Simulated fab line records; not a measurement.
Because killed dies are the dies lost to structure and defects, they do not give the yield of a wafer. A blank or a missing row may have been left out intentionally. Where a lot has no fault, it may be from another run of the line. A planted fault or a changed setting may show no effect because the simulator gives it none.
Matching of chambers    flow nandHarc    NHARC_P_CONTACT_CMP_24 on cmp-03 has 4 sister chambers
The step polishes, t overpolish 30 s, target thk 200 nm. 17 wafers are shown with their chamber, then 8 later ones without.

## EACH WAFER AND ITS CHAMBER
wafer   chamber  motorCurrentA (A)  overpolishRunS (s)  retainingRingPressureFrac
L074.1  0        15.4               30.005              0.995
L074.2  1        12.4               29.997              0.996
L076.1  1        12.9               29.989              1.005
L076.2  0        15.7               29.998              0.986
L076.3  3        12.8               30.001              1.005
L079.2  1        12.6               30.008              0.999
L079.4  3        14.2               30.007              0.998
L080.1  3        12.8               30.003              1.002
L080.2  1        12.4               30.010              0.995
L080.3  0        14.7               29.994              1.000
L087.1  3        12.7               30.002              0.997
L087.4  2        9.3                30.014              1.011
L091.1  3        13.7               30.013              1.001
L091.3  1        12.6               29.991              0.999
L091.4  0        15.3               29.987              1.003
L092.1  2        9.6                30.009              1.004
L092.4  3        13.6               30.005              1.001

SIGNATURES (averages over the wafers above)
reading                    chamber 0  chamber 1  chamber 2  chamber 3  scatter within a chamber
motorCurrentA              15.275     12.580     9.450      13.300     0.452
overpolishRunS             29.99600   29.99900   30.01150   30.00517   0.00707
retainingRingPressureFrac  0.99600    0.99880    1.00750    1.00067    0.00474
Rule: for each reading, subtract the chamber's mean from the wafer's reading, divide by that reading's scatter and square the result; add these up over the readings and take the root, which gives the wafer's distance from the chamber. If the next closest chamber is less than 2 further off than the closest, the wafer can't be placed; otherwise it belongs to the closest. The scatter: the root of (the sum of the squares of (reading less its chamber's mean) over the shown wafers, divided by (wafers less chambers)).

## WAFERS WHOSE CHAMBER IS MISSING
wafer   motorCurrentA (A)  overpolishRunS (s)  retainingRingPressureFrac
L094.3  12.7               30.002              0.995
L094.4  15.1               29.991              1.004
L095.1  12.8               30.000              0.999
L095.2  13.3               30.012              0.998
L095.4  9.5                30.003              0.996
L097.2  13.3               30.000              1.000
L097.3  9.8                30.002              1.003
L097.4  12.3               29.997              1.008

## THE CHAMBER EACH PASSED THROUGH
wafer   from the rows above      in truth
L094.3  can't be placed: 1 or 3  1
L094.4  0                        0
L095.1  can't be placed: 1 or 3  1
L095.2  can't be placed: 3 or 1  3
L095.4  2                        2
L097.2  can't be placed: 3 or 1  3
L097.3  2                        2
L097.4  can't be placed: 1 or 3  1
Correct placement for 3 of the 8. From these rows, 5 cannot be placed; in 5 the true chamber is one of the candidates. Number placed wrongly: 0.
